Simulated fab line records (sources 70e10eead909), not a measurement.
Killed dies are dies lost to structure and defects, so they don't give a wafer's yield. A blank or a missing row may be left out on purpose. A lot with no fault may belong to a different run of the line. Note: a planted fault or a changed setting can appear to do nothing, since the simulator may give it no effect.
Chamber matching	flow nand_harc	4 sister chambers for NHARC_A_M1_DESCUM_14 on rie_diel-01
The step chemistry O2, time 3 s. 14 wafers are shown with their chamber, then 7 later ones without.

## WAFERS PAIRED WITH THEIR CHAMBERS
wafer	chamber	showerhead_plenum_p_Torr (Torr)	drypump_motor_current_A (A)	throttle_valve_pct (%)
L074.2	3	1.87	6.5	11.312
L074.5	0	1.90	5.9	11.306
L074.6	3	1.87	6.5	11.316
L074.1	0	1.90	5.9	11.318
L074.3	1	1.86	5.8	11.322
L074.4	2	1.79	5.7	11.318
L075.1	0	1.90	5.9	11.301
L075.5	3	1.87	6.5	11.312
L075.6	2	1.79	5.8	11.297
L077.2	2	1.79	5.7	11.310
L077.3	0	1.90	5.9	11.315
L077.5	2	1.79	5.7	11.310
L090.1	2	1.79	5.8	11.307
L090.3	0	1.89	5.9	11.301

SIGNATURES, as means of the wafers listed above
reading	chamber 0	chamber 1	chamber 2	chamber 3	scatter within a chamber
showerhead_plenum_p_Torr	1.8980	1.8600	1.7900	1.8700	0.00283
drypump_motor_current_A	5.900	5.800	5.740	6.500	0.0346
throttle_valve_pct	11.30820	11.32200	11.30840	11.31333	0.007
Rule: distance of a wafer from a chamber = root of the sum over the readings of ((wafer's reading minus chamber's mean) / reading's scatter) squared. If the next closest chamber is less than 2 further off than the closest, the wafer can't be placed; otherwise it belongs to the closest. How the scatter is found: for the shown wafers, subtract from each reading the mean of its chamber, square and add these, divide the total by (wafers less chambers), then take the root.

## WAFERS WHOSE CHAMBER IS MISSING
wafer	showerhead_plenum_p_Torr (Torr)	drypump_motor_current_A (A)	throttle_valve_pct (%)
L090.6	1.87	6.5	11.309
L091.1	1.86	5.8	11.316
L091.5	1.89	5.9	11.318
L091.6	1.87	6.5	11.331
L097.1	1.87	6.5	11.306
L097.3	1.79	5.8	11.315
L097.5	1.86	5.8	11.304

## CHAMBER TAKEN BY EACH
wafer	from the rows above	in truth
L090.6	3	3
L091.1	1	1
L091.5	0	0
L091.6	3	3
L097.1	3	3
L097.3	2	2
L097.5	1	1
Placed correctly: 7 of 7. Number that these rows cannot place: 0. Placed wrongly: 0.
